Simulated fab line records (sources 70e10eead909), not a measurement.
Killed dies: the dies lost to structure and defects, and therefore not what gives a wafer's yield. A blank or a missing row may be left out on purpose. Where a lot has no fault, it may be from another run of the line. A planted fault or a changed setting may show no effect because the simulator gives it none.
Chamber matching | flow nand harc | 4 sister chambers for NHARC_A_STAIRCASE_DESCUM_291 on rie diel-01
The step chemistry O2, time 3 s. 4 wafers are shown with their chamber, then 9 later ones without.

## WAFERS, EACH WITH ITS CHAMBER
wafer  | chamber | drypump motor current A (A)
L089.3 | 2       | 5.7
L090.1 | 3       | 4.8
L090.3 | 0       | 6.6
L090.4 | 1       | 5.2

## WAFERS WITHOUT THEIR CHAMBER
wafer  | drypump motor current A (A)
L091.2 | 5.7
L091.3 | 5.2
L091.4 | 6.6
L093.2 | 6.6
L093.4 | 4.8
L093.5 | 5.2
L094.1 | 5.7
L094.3 | 6.6
L094.5 | 4.9

## WHICH CHAMBER EACH ONE RAN IN
wafer  | from the rows above | in truth
L091.2 | 2                   | 2
L091.3 | 1                   | 1
L091.4 | 0                   | 0
L093.2 | 0                   | 0
L093.4 | 3                   | 3
L093.5 | 1                   | 1
L094.1 | 2                   | 2
L094.3 | 0                   | 0
L094.5 | 3                   | 3
9 of 9 placed correctly. Not placeable from these rows: 0. 0 placed wrongly.
How it was worked out, from the rows above alone: a wafer's distance from a chamber is the root of the sum, over the readings, of the square of ((its reading less the chamber's mean) divided by the reading's scatter). If the next closest chamber is less than 2 further off than the closest, the wafer can't be placed; otherwise it belongs to the closest. A chamber's mean is the mean of its shown wafers. The scatter (one wafer shown for each chamber): square how far every hidden wafer sits from the nearest shown wafer, average those squares and take the square root.
